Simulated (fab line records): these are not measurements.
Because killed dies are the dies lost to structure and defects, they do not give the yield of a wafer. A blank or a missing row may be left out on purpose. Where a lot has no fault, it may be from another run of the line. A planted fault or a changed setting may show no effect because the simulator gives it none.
fab line records | flow n5-finfet
record lots=9 | wafers=27 | last-day=17
route steps=1938 shown BEOL_M7@1285
lots that met no fault: from a run of the same line without faults
start-h: hours from the record's first day to the start of the lot's first wafer shown | wait-h: time in hours since the lot's previous step | " same as the row above | L1.1+2: several wafers, shown together as one row | - no value, or no start was given | * or withheld: withheld | < > ~ a bound
route shown NAME@n: names a module that has steps shown in the file, with the first one's number in the route | usual: the fault-free wafers' mean and standard deviation | same: alike in all rows | chamber/n: place in a boat | sites: per-site readings | _std_site: the standard deviation of these | _edge_site: outer sites' mean less inner sites' | radius-mm: how far each site lies from the wafer's centre | mask NAME#n: copy n | behind: tool/chamber where the wafer was last shaped | hold: what put the lot on hold/how long, in hours/how the hold closed | device: whichever transistor did not switch (one of n, p or np) | end of line: tests of these same wafers at the route's end | a step without rows: its recipe alone | killed: count of dies lost to structure and defects at first sort (not the wafer's yield) | map: a wafer's dies, x killed, . not, _ none there
set.NAME: the run value of the setting; set.NAME@STEP: its run value at that earlier step | model.NAME: the simulator's own value behind a step, which no gauge read
a sample of lots followed through the steps of the route, with each step as a table and each wafer as a row
services: the hour from which a tool's chamber was out of use, counted from the record's first day as start-h (under 0 if before that day), plus the number of hours and why
## steps
# step N5_BEOL_M7_STRIP_19
# recipe chemistry=O2 | power-w=400 | temp-c=40 | pressure-mtorr=30 | rf-frequency-hz=6e+07 | bias-power-w=0 | overash-fraction=0.2 | o2-flow-sccm=225
# usual drypump-motor-current-A=5.5/0.38 | o2-flow-sccm=225.0/0.68 | oes-product-au=0.79/0.084 | rf-vpp-V=3.6/0.59 | showerhead-plenum-p-Torr=2.12/0.07 | throttle-valve-pct=16.77/0.14
lot.wafer | tool        | chamber | start-h | wait-h | drypump-motor-current-A | o2-flow-sccm | oes-product-au | rf-hours-counter-h | rf-vpp-V | showerhead-plenum-p-Torr | throttle-valve-pct
L922.1    | rie-diel-04 | 0       | 207.71  | 0.3    | 5.4                     | 225.2        | 0.72           | 199                | 3.6      | 2.20                     | 16.65
L922.2    | "           | 1       | "       | "      | 5.0                     | 224.5        | 0.73           | 154                | 2.6      | 2.19                     | 16.78
L922.4    | "           | 2       | "       | "      | 5.0                     | 224.6        | 0.91           | 16                 | 2.5      | 2.14                     | 16.68
L927.2    | rie-diel-02 | 0       | 248.87  | 0.2    | 5.6                     | 224.6        | 0.77           | 125                | 2.9      | 2.11                     | 16.82
L927.5    | "           | 3       | "       | "      | 5.7                     | 226.9        | 0.87           | -                  | 2.7      | 2.21                     | 16.48
L927.6    | "           | 2       | "       | "      | 5.7                     | 224.7        | 0.74           | -                  | 4.2      | 2.18                     | 16.75
L928.1    | rie-diel-02 | 2       | 252.66  | 0.1    | 5.7                     | 224.1        | 0.74           | 175                | 2.9      | 2.18                     | 16.78
L928.3    | "           | 0       | "       | "      | 5.6                     | 224.5        | 0.77           | 126                | 3.7      | 2.11                     | 16.82
L928.5    | "           | 2       | "       | "      | 5.7                     | 225.3        | 0.73           | -                  | 3.5      | 2.18                     | 16.76
L930.1    | rie-diel-04 | 3       | 271.25  | 0.2    | 5.4                     | 226.1        | 0.98           | 1                  | 4.7      | 2.05                     | 16.54
L930.2    | "           | 1       | "       | "      | 5.0                     | 224.9        | 0.73           | 166                | 3.6      | 2.18                     | 16.84
L930.3    | "           | 0       | "       | "      | 5.4                     | 225.4        | 0.71           | 219                | 3.9      | 2.19                     | 16.69
L934.1    | rie-diel-04 | 0       | 282.76  | 0.2    | 5.4                     | 224.4        | 0.70           | 223                | 3.5      | 2.19                     | 16.71
L934.5    | "           | 1       | "       | "      | 5.0                     | 225.2        | 0.73           | -                  | 3.8      | 2.18                     | 16.82
L934.6    | "           | 2       | "       | "      | 5.0                     | 224.4        | 0.87           | -                  | 3.7      | 2.13                     | 16.73
L933.1    | rie-diel-05 | 3       | 283.02  | 0.2    | 5.3                     | 225.6        | 0.71           | 202                | 3.5      | 1.99                     | 16.70
L933.4    | "           | 3       | "       | "      | 5.3                     | 224.4        | 0.72           | -                  | 3.0      | 1.99                     | 16.69
L933.6    | "           | 2       | "       | "      | 5.7                     | 224.4        | 0.71           | -                  | 3.5      | 2.00                     | 17.02
L932.1    | rie-diel-05 | 2       | 283.16  | 0.1    | 5.7                     | 225.2        | 0.72           | 187                | 3.2      | 2.00                     | 17.00
L932.4    | "           | 2       | "       | "      | 5.7                     | 224.3        | 0.73           | -                  | 2.8      | 2.00                     | 17.01
L932.5    | "           | 1       | "       | "      | 6.2                     | 225.7        | 0.78           | -                  | 4.5      | 2.09                     | 16.71
L920.2    | rie-diel-02 | 2       | 332.46  | 0.1    | 5.7                     | 226.0        | 0.72           | 200                | 3.3      | 2.17                     | 16.81
L920.3    | "           | 0       | "       | "      | 5.6                     | 225.1        | 0.75           | 148                | 4.0      | 2.10                     | 16.85
L920.5    | "           | 0       | "       | "      | 5.6                     | 224.5        | 0.75           | -                  | 3.0      | 2.10                     | 16.85
L938.4    | rie-diel-05 | 0       | 332.70  | 0.1    | 4.9                     | 224.4        | 0.90           | 35                 | 3.0      | 2.14                     | 16.89
L938.5    | "           | 1       | "       | "      | 6.1                     | 224.5        | 0.75           | -                  | 3.5      | 2.09                     | 16.73
L938.6    | "           | 0       | "       | "      | 5.0                     | 225.6        | 0.89           | -                  | 3.2      | 2.14                     | 16.89
# step N5_BEOL_M7_OVL_MEAS_29
# recipe points-per-wafer=522
# usual V6_OVL=-0.6/0.61
lot.wafer | tool       | chamber | start-h | wait-h | V6_OVL[nm]
L922.1    | overlay-02 | 0       | 209.14  | 0.0    | -0.2
L922.2    | "          | 0       | "       | "      | -0.5
L922.4    | "          | 0       | "       | "      | 0.0
L927.2    | overlay-01 | 0       | 250.65  | 0.0    | -0.6
L927.5    | "          | 0       | "       | "      | -1.2
L927.6    | "          | 0       | "       | "      | -0.7
L928.1    | overlay-01 | 0       | 264.40  | 0.0    | -0.4
L928.3    | "          | 0       | "       | "      | -0.5
L928.5    | "          | 0       | "       | "      | -0.9
L930.1    | overlay-01 | 0       | 272.95  | 0.0    | 0.0
L930.2    | "          | 0       | "       | "      | -0.6
L930.3    | "          | 0       | "       | "      | -0.8
L933.1    | overlay-01 | 0       | 284.60  | 0.0    | 0.1
L933.4    | "          | 0       | "       | "      | 0.0
L933.6    | "          | 0       | "       | "      | 0.8
L932.1    | overlay-02 | 0       | 284.78  | 0.0    | -1.5
L932.4    | "          | 0       | "       | "      | -1.0
L932.5    | "          | 0       | "       | "      | -1.1
L934.1    | overlay-02 | 0       | 285.55  | 0.0    | -0.6
L934.5    | "          | 0       | "       | "      | -1.0
L934.6    | "          | 0       | "       | "      | 0.1
L920.2    | overlay-01 | 0       | 333.81  | 0.0    | -1.0
L920.3    | "          | 0       | "       | "      | -0.7
L920.5    | "          | 0       | "       | "      | -1.3
L938.4    | overlay-01 | 0       | 333.99  | 0.0    | -0.2
L938.5    | "          | 0       | "       | "      | -0.2
L938.6    | "          | 0       | "       | "      | -1.6
# step N5_BEOL_M7_TRENCH_ETCH_37
# recipe chemistry=C4F6/O2 | target-depth-a=934.78 | target=SiCOH_lowk | time-s=31.2 | ion-energy-ev=250 | pressure-mtorr=30 | source-w=345 | bias-w=185 | Ar_flow_sccm=300 | C4F6_flow_sccm=10 | O2_flow_sccm=10
# usual drypump-motor-current-A=5.5/0.36 | oes_f_703_au=0.79/0.081 | oes_o_777_au=0.79/0.077 | oes-product-au=0.80/0.085 | rf-fwd-power-W=341.4/1.4 | rf-vpp-V=670/17 | showerhead-plenum-p-Torr=2.88/0.098 | throttle-valve-pct=21.08/0.15
lot.wafer | tool        | chamber | start-h | wait-h | drypump-motor-current-A | oes_f_703_au | oes_o_777_au | oes-product-au | rf-fwd-power-W | rf-hours-counter-h | rf-vpp-V | showerhead-plenum-p-Torr | throttle-valve-pct
L922.1    | rie-diel-05 | 0       | 209.51  | -      | 5.0                     | 0.95         | 0.95         | 0.99           | 341.7          | 2                  | 683      | 2.93                     | 21.23
L922.2    | "           | 3       | "       | "      | 5.4                     | 0.72         | 0.72         | 0.74           | 342.2          | 185                | 670      | 2.75                     | 21.07
L922.4    | "           | 1       | "       | "      | 6.2                     | 0.80         | 0.79         | 0.80           | 339.7          | 96                 | 670      | 2.86                     | 21.00
L927.2    | rie-diel-05 | 0       | 251.59  | -      | 5.0                     | 0.91         | 0.90         | 0.93           | 340.8          | 14                 | 682      | 2.92                     | 21.25
L927.5    | "           | 3       | "       | "      | 5.4                     | 0.71         | 0.71         | 0.72           | 342.1          | -                  | 668      | 2.75                     | 21.09
L927.6    | "           | 2       | "       | "      | 5.7                     | 0.76         | 0.77         | 0.72           | 341.8          | -                  | 633      | 2.69                     | 21.02
L928.1    | rie-diel-02 | 0       | 264.77  | -      | 5.5                     | 0.75         | 0.74         | 0.75           | 342.4          | 129                | 659      | 2.88                     | 21.18
L928.3    | "           | 3       | "       | "      | 5.7                     | 0.90         | 0.87         | 0.88           | 342.7          | 36                 | 657      | 3.04                     | 20.96
L928.5    | "           | 0       | "       | "      | 5.6                     | 0.75         | 0.75         | 0.76           | 345.1          | -                  | 659      | 2.88                     | 21.18
L930.1    | rie-diel-05 | 0       | 273.32  | -      | 4.9                     | 0.89         | 0.90         | 0.92           | 340.0          | 20                 | 682      | 2.92                     | 21.26
L930.2    | "           | 2       | "       | "      | 5.6                     | 0.76         | 0.76         | 0.72           | 341.0          | 183                | 635      | 2.69                     | 21.03
L930.3    | "           | 1       | "       | "      | 6.2                     | 0.80         | 0.79         | 0.79           | 338.8          | 111                | 672      | 2.86                     | 21.03
L933.1    | rie-diel-04 | 1       | 284.97  | -      | 5.0                     | 0.71         | 0.72         | 0.73           | 343.7          | 169                | 680      | 2.95                     | 21.04
L933.4    | "           | 2       | "       | "      | 5.0                     | 0.85         | 0.84         | 0.89           | 340.8          | 39                 | 683      | 2.91                     | 21.17
L933.6    | "           | 3       | "       | "      | 5.4                     | 0.95         | 0.96         | 0.96           | 342.7          | -                  | 677      | 2.78                     | 20.87
L932.1    | rie-diel-02 | 1       | 285.33  | -      | 6.0                     | 0.84         | 0.82         | 0.86           | 341.8          | 73                 | 666      | 2.89                     | 21.33
L932.4    | "           | 3       | "       | "      | 5.7                     | 0.88         | 0.87         | 0.88           | 341.2          | 42                 | 657      | 3.04                     | 20.97
L932.5    | "           | 1       | "       | "      | 6.1                     | 0.84         | 0.83         | 0.85           | 340.4          | -                  | 666      | 2.89                     | 21.34
L934.1    | rie-diel-02 | 3       | 285.92  | -      | 5.7                     | 0.87         | 0.86         | 0.87           | 340.3          | 42                 | 658      | 3.04                     | 20.96
L934.5    | "           | 0       | "       | "      | 5.6                     | 0.74         | 0.74         | 0.75           | 344.0          | -                  | 658      | 2.88                     | 21.17
L934.6    | "           | 1       | "       | "      | 6.0                     | 0.84         | 0.83         | 0.84           | 342.2          | -                  | 667      | 2.89                     | 21.35
L920.2    | rie-diel-05 | 0       | 334.22  | -      | 4.9                     | 0.86         | 0.86         | 0.90           | 343.2          | 35                 | 681      | 2.91                     | 21.30
L920.3    | "           | 2       | "       | "      | 5.7                     | 0.75         | 0.75         | 0.71           | 341.4          | 202                | 634      | 2.68                     | 21.06
L920.5    | "           | 2       | "       | "      | 5.7                     | 0.75         | 0.75         | 0.70           | 342.1          | -                  | 636      | 2.68                     | 21.06
L938.4    | rie-diel-02 | 2       | 334.52  | -      | 5.7                     | 0.50         | 0.53         | 0.68           | 259.1          | 200                | 801      | 2.94                     | 21.02
L938.5    | "           | 2       | "       | "      | 5.7                     | 0.51         | 0.53         | 0.68           | 259.3          | -                  | 800      | 2.94                     | 21.02
L938.6    | "           | 3       | "       | "      | 5.7                     | 0.86         | 0.84         | 0.86           | 343.7          | -                  | 657      | 3.03                     | 21.01
# step N5_BEOL_M7_OCD_MEAS_38
# usual trench-depth-nm=93.6/1.9
lot.wafer | tool   | chamber | start-h | wait-h | trench-depth-nm
L922.1    | ocd-02 | -       | 209.67  | -      | 96.0
L922.2    | "      | -       | "       | "      | 93.8
L922.4    | "      | -       | "       | "      | 93.3
L927.2    | ocd-02 | -       | 251.75  | -      | 95.9
L927.5    | "      | -       | "       | "      | 92.8
L927.6    | "      | -       | "       | "      | 91.2
L928.1    | ocd-01 | -       | 264.92  | -      | 91.9
L928.3    | "      | -       | "       | "      | 94.4
L928.5    | "      | -       | "       | "      | 92.0
L930.1    | ocd-01 | -       | 273.48  | -      | 95.5
L930.2    | "      | -       | "       | "      | 91.9
L930.3    | "      | -       | "       | "      | 92.8
L933.1    | ocd-01 | -       | 285.12  | -      | 89.5
L933.4    | "      | -       | "       | "      | 96.4
L933.6    | "      | -       | "       | "      | 94.0
L932.1    | ocd-01 | -       | 285.49  | -      | 95.5
L932.4    | "      | -       | "       | "      | 95.0
L932.5    | "      | -       | "       | "      | 94.7
L934.1    | ocd-01 | -       | 286.07  | -      | 93.5
L934.5    | "      | -       | "       | "      | 92.5
L934.6    | "      | -       | "       | "      | 94.6
L920.2    | ocd-02 | -       | 334.38  | -      | 95.4
L920.3    | "      | -       | "       | "      | 92.7
L920.5    | "      | -       | "       | "      | 90.6
L938.4    | ocd-01 | -       | 334.68  | -      | 85.4
L938.5    | "      | -       | "       | "      | 85.8
L938.6    | "      | -       | "       | "      | 94.8
# step N5_BEOL_M7_CD_MEAS_35
# recipe target-cd-nm=40 | polarity=opening
# usual cd-nm=39.9/0.74
lot.wafer | tool      | chamber | start-h | wait-h | cd-nm
L922.1    | cd-sem-02 | -       | 209.82  | 0.0    | 40.0
L922.2    | "         | -       | "       | "      | 39.8
L922.4    | "         | -       | "       | "      | 40.0
L927.2    | cd-sem-01 | -       | 251.91  | 0.0    | 39.4
L927.5    | "         | -       | "       | "      | 39.5
L927.6    | "         | -       | "       | "      | 38.6
L928.1    | cd-sem-01 | -       | 265.08  | 0.0    | 40.5
L928.3    | "         | -       | "       | "      | 40.5
L928.5    | "         | -       | "       | "      | 39.7
L930.1    | cd-sem-03 | -       | 273.63  | 0.0    | 39.1
L930.2    | "         | -       | "       | "      | 38.6
L930.3    | "         | -       | "       | "      | 38.8
L933.1    | cd-sem-01 | -       | 285.28  | 0.0    | 39.8
L933.4    | "         | -       | "       | "      | 40.0
L933.6    | "         | -       | "       | "      | 38.1
L932.1    | cd-sem-03 | -       | 285.64  | 0.0    | 39.6
L932.4    | "         | -       | "       | "      | 40.4
L932.5    | "         | -       | "       | "      | 39.7
L934.1    | cd-sem-01 | -       | 286.23  | 0.0    | 40.5
L934.5    | "         | -       | "       | "      | 40.9
L934.6    | "         | -       | "       | "      | 40.7
L920.2    | cd-sem-03 | -       | 334.54  | 0.0    | 40.8
L920.3    | "         | -       | "       | "      | 40.1
L920.5    | "         | -       | "       | "      | 40.6
L938.4    | cd-sem-01 | -       | 334.84  | 0.0    | 40.8
L938.5    | "         | -       | "       | "      | 40.1
L938.6    | "         | -       | "       | "      | 40.5
# step N5_BEOL_M7_THK_MEAS_53
# recipe thk-meas-gauge=xrf | reads=Cu_of_BEOL_M7_ECD_50
# usual M7_THK=79.1/2.3
lot.wafer | tool          | chamber | start-h | wait-h | M7_THK[nm]
L922.1    | film-metro-01 | -       | 212.58  | -      | 83.1
L922.2    | "             | -       | "       | "      | 80.5
L922.4    | "             | -       | "       | "      | 80.1
L927.2    | film-metro-01 | -       | 257.20  | -      | 81.1
L927.5    | "             | -       | "       | "      | 77.6
L927.6    | "             | -       | "       | "      | 77.0
L928.1    | film-metro-02 | -       | 271.14  | -      | 76.9
L928.3    | "             | -       | "       | "      | 79.0
L928.5    | "             | -       | "       | "      | 76.3
L930.1    | film-metro-02 | -       | 275.70  | -      | 80.1
L930.2    | "             | -       | "       | "      | 75.8
L930.3    | "             | -       | "       | "      | 75.8
L933.1    | film-metro-02 | -       | 288.23  | -      | 74.5
L933.4    | "             | -       | "       | "      | 80.8
L933.6    | "             | -       | "       | "      | 79.4
L932.1    | film-metro-01 | -       | 288.47  | -      | 81.8
L932.4    | "             | -       | "       | "      | 79.3
L932.5    | "             | -       | "       | "      | 81.6
L934.1    | film-metro-01 | -       | 288.83  | -      | 80.5
L934.5    | "             | -       | "       | "      | 77.5
L934.6    | "             | -       | "       | "      | 78.2
L920.2    | film-metro-01 | -       | 338.27  | -      | 84.0
L920.3    | "             | -       | "       | "      | 78.5
L920.5    | "             | -       | "       | "      | 78.0
L938.4    | film-metro-01 | -       | 338.46  | -      | 72.1
L938.5    | "             | -       | "       | "      | 70.8
L938.6    | "             | -       | "       | "      | 80.7
# step N5_BEOL_M7_RS_MEAS_57
# recipe thk-meas-gauge=four-point-probe | reads=Cu_of_BEOL_M7_ECD_50+Co_of_BEOL_M7_CVD_78+TaN_of_BEOL_M7_ALD_77
# usual M7_RS=0.285/0.0095
lot.wafer | tool          | chamber | start-h | wait-h | M7_RS[ohm/sq]
L922.1    | film-metro-02 | -       | 212.71  | 0.1    | 0.269
L922.2    | "             | -       | "       | "      | 0.279
L922.4    | "             | -       | "       | "      | 0.282
L927.2    | film-metro-01 | -       | 257.36  | 0.1    | 0.275
L927.5    | "             | -       | "       | "      | 0.288
L927.6    | "             | -       | "       | "      | 0.292
L928.1    | film-metro-02 | -       | 271.27  | 0.1    | 0.294
L928.3    | "             | -       | "       | "      | 0.285
L928.5    | "             | -       | "       | "      | 0.297
L930.1    | film-metro-01 | -       | 275.84  | 0.1    | 0.283
L930.2    | "             | -       | "       | "      | 0.301
L930.3    | "             | -       | "       | "      | 0.302
L933.1    | film-metro-02 | -       | 288.36  | 0.1    | 0.306
L933.4    | "             | -       | "       | "      | 0.278
L933.6    | "             | -       | "       | "      | 0.283
L932.1    | film-metro-01 | -       | 288.60  | 0.1    | 0.274
L932.4    | "             | -       | "       | "      | 0.284
L932.5    | "             | -       | "       | "      | 0.274
L934.1    | film-metro-02 | -       | 288.96  | 0.1    | 0.276
L934.5    | "             | -       | "       | "      | 0.289
L934.6    | "             | -       | "       | "      | 0.286
L920.2    | film-metro-02 | -       | 338.40  | 0.1    | 0.266
L920.3    | "             | -       | "       | "      | 0.288
L920.5    | "             | -       | "       | "      | 0.290
L938.4    | film-metro-01 | -       | 338.60  | 0.0    | 0.319
L938.5    | "             | -       | "       | "      | 0.326
L938.6    | "             | -       | "       | "      | 0.278
## services
tool        | chamber | start-h | hours | kind
rie-diel-05 | 1       | 213.02  | 4.7   | repair
rie-diel-04 | 1       | 214.95  | 6.7   | repair
rie-diel-04 | 1       | 222.61  | 13.5  | repair
rie-diel-05 | 1       | 230.47  | 5.5   | repair
rie-diel-02 | 1       | 230.65  | 2.4   | repair
rie-diel-04 | 3       | 248.14  | -     | clean
rie-diel-04 | 3       | 248.14  | -     | consumable-replace:focus-ring
rie-diel-04 | 3       | 248.14  | 17.8  | scheduled-down
rie-diel-04 | 3       | 248.14  | 17.8  | vent-cycle
rie-diel-05 | 3       | 263.47  | 13.5  | repair
rie-diel-02 | 3       | 294.20  | 9.6   | repair
rie-diel-04 | 3       | 330.35  | 22.4  | repair
## key
first-sign step=N5_BEOL_M7_TRENCH_ETCH_37 | reading=rf-fwd-power-W | direction=down | sigmas=60 | usual=* | struck=*
effect step=N5_BEOL_M7_TRENCH_ETCH_37 | reading=rf-vpp-V | direction=up | sigmas=7.8 | usual=670 | struck=800
effect step=N5_BEOL_M7_OCD_MEAS_38 | reading=trench-depth-nm | direction=down | sigmas=4.3 | usual=93.6 | struck=85.6
effect step=N5_BEOL_M7_THK_MEAS_53 | reading=M7_THK | direction=down | sigmas=3.3 | usual=79.1 | struck=71.5
effect step=N5_BEOL_M7_RS_MEAS_57 | reading=M7_RS | direction=up | sigmas=4 | usual=0.285 | struck=0.322
met-at N5_BEOL_M7_TRENCH_ETCH_37
struck-lots L938
struck-wafers L938.4,L938.5
not-acting-at N5_BEOL_M7_STRIP_19,N5_BEOL_M7_OVL_MEAS_29,N5_BEOL_M7_CD_MEAS_35
fault kind=process-parameter-drift | tool=rie-diel-02 | chamber=2 | onset-h=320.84 | steps=N5_BEOL_M7_TRENCH_ETCH_37 | channel=source-w | offset=-82.8 | shape=step | end-h=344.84 | acts-in=these-recipes-only | stated=345
